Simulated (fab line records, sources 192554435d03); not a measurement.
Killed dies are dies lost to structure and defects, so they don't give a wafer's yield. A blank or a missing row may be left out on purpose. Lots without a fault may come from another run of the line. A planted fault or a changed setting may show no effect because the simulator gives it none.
Split-lot experiment | flow n5_finfet | 7 lots, 39 wafers read, on a route of 1938 steps

THE SPLIT
At N5_MOL_CONTACT_COAG_EXPOSE_05 (exposes mask CA, defocus 0 nm), the setting dose_mj was moved away from the recipe's 38.25 on 15 of the 39 wafers read, by -5.6% to +5.0%. The other wafers ran this setting at the recipe's value.

FROM THE SPLIT TO THE READING: what the file shows between them, 2 steps
- N5_MOL_CONTACT_COAG_PEB_06: peb time 60 s
- N5_MOL_CONTACT_COAG_DEVELOP_07: develop time 30 s

THE READING
cd_nm, in nm, at N5_MOL_CONTACT_COAG_CD_MEAS_08 (target cd 28 nm). Fault-free wafers of this fab line usually give 28.05 nm, standard deviation 0.22 nm.

wafer  | tool, chamber at the split | dose_mj as run | against the recipe | cd_nm, nm | against lot-mates on the recipe
L074.1 | euv_scanner-02, 0          | 38.25          | recipe             | 28.27     | -
L074.2 | euv_scanner-02, 0          | 37.37          | -2.3%              | 27.50     | -0.75
L074.3 | euv_scanner-02, 0          | 38.25          | recipe             | 28.30     | -
L074.4 | euv_scanner-02, 0          | 38.25          | recipe             | 28.18     | -
L074.5 | euv_scanner-02, 0          | 37.37          | -2.3%              | 27.86     | -0.39
L074.6 | euv_scanner-02, 0          | 37.37          | -2.3%              | 28.08     | -0.17
L076.1 | euv_scanner-02, 0          | 38.25          | recipe             | 28.10     | -
L076.2 | euv_scanner-02, 0          | 38.25          | recipe             | 27.86     | -
L076.3 | euv_scanner-02, 0          | 38.25          | recipe             | 27.76     | -
L076.4 | euv_scanner-02, 0          | 38.25          | recipe             | 28.18     | -
L076.5 | euv_scanner-02, 0          | 38.25          | recipe             | 28.11     | -
L076.6 | euv_scanner-02, 0          | 38.25          | recipe             | 28.01     | -
L079.1 | euv_scanner-01, 0          | 38.25          | recipe             | 27.75     | -
L079.3 | euv_scanner-01, 0          | 38.25          | recipe             | 27.96     | -
L079.5 | euv_scanner-01, 0          | 38.25          | recipe             | 28.28     | -
L083.1 | euv_scanner-02, 0          | 36.54          | -4.5%              | 27.07     | -1.18
L083.2 | euv_scanner-02, 0          | 36.54          | -4.5%              | 26.94     | -1.31
L083.3 | euv_scanner-02, 0          | 38.25          | recipe             | 28.20     | -
L083.4 | euv_scanner-02, 0          | 38.25          | recipe             | 28.31     | -
L083.5 | euv_scanner-02, 0          | 36.54          | -4.5%              | 27.37     | -0.88
L083.6 | euv_scanner-02, 0          | 38.25          | recipe             | 28.25     | -
L089.1 | euv_scanner-01, 0          | 38.25          | recipe             | 27.75     | -
L089.2 | euv_scanner-01, 0          | 36.12          | -5.6%              | 26.98     | -0.98
L089.3 | euv_scanner-01, 0          | 38.25          | recipe             | 28.02     | -
L089.4 | euv_scanner-01, 0          | 38.25          | recipe             | 28.12     | -
L089.5 | euv_scanner-01, 0          | 36.12          | -5.6%              | 26.67     | -1.29
L089.6 | euv_scanner-01, 0          | 36.12          | -5.6%              | 26.62     | -1.34
L094.1 | euv_scanner-02, 0          | 39.54          | +3.4%              | 28.73     | +0.64
L094.2 | euv_scanner-02, 0          | 38.25          | recipe             | 28.30     | -
L094.3 | euv_scanner-02, 0          | 39.54          | +3.4%              | 28.43     | +0.34
L094.4 | euv_scanner-02, 0          | 38.25          | recipe             | 27.98     | -
L094.5 | euv_scanner-02, 0          | 39.54          | +3.4%              | 28.59     | +0.50
L094.6 | euv_scanner-02, 0          | 38.25          | recipe             | 27.99     | -
L096.1 | euv_scanner-01, 0          | 38.25          | recipe             | 28.10     | -
L096.2 | euv_scanner-01, 0          | 38.25          | recipe             | 27.89     | -
L096.3 | euv_scanner-01, 0          | 40.15          | +5.0%              | 29.15     | +1.17
L096.4 | euv_scanner-01, 0          | 40.15          | +5.0%              | 28.64     | +0.66
L096.5 | euv_scanner-01, 0          | 38.25          | recipe             | 27.94     | -
L096.6 | euv_scanner-01, 0          | 40.15          | +5.0%              | 28.90     | +0.92

THE FIT
A straight line over all 39 wafers: cd_nm changes by +0.193 nm for each +1% of dose_mj; r = +0.93; the points scatter about the line by 0.21 nm.
The same after taking each lot's own level away (the mean of its wafers on the recipe; 39 wafers): +0.204 nm for each +1%; r = +0.95; scatter 0.18 nm.
On that fit, the largest move of dose_mj shifts the reading by 1.1 nm.
The lots' own levels span 27.963 to 28.253 nm, that is 1.3 times the standard deviation above.
So the lot-to-lot level changes the slope little: the two slopes agree.
Check: with one of the wafers moved furthest among these (-5.6%) left out of the fit, the line predicts -1.21 nm for it against its lot-mates. It came out at -0.983 nm against them.

OTHER SPLITS ON THESE WAFERS
These wafers also went through other splits before the reading. Each is held against what the fit with the lots' levels taken away leaves over:
other split on the same wafers   | wafers away from the commonest value | r with cd_nm (lot level and that fit taken away)
N5_FIN_SAQP_ALD_61 ald_cycles    | 12                                   | +0.20
N5_FIN_SAQP_FIN_ETCH_36 icp_w    | 6                                    | -0.01
N5_FIN_CUT_CUT_ETCH_15 bias_w    | as run: not given for these wafers   | -
N5_SD_EPI_N_EPI_21 pressure_torr | 18                                   | -0.11

THE WHOLE CHAIN: every reading that the file lists as answering this split, in the file's order
step                           | what it does                                                | reading                                                                        | change (the file's fit)               | r (the file's)
N5_MOL_CONTACT_COAG_CD_MEAS_08 | target cd 28 nm                                             | cd_nm                                                                          | +0.206 nm for each +1% of the setting | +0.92
N5_MOL_CONTACT_COAG_ETCH_59    | etches underlayer in N2/H2, target depth 13 nm, time 10.4 s | MOL_CONTACT_COAG.cd_offset_nm (the simulator's own value, which no gauge read) | +0.212 nm for each +1% of the setting | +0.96

THE FILE'S OWN FIT
cd_nm changes by +0.206 nm for each +1% of dose_mj, r = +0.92.
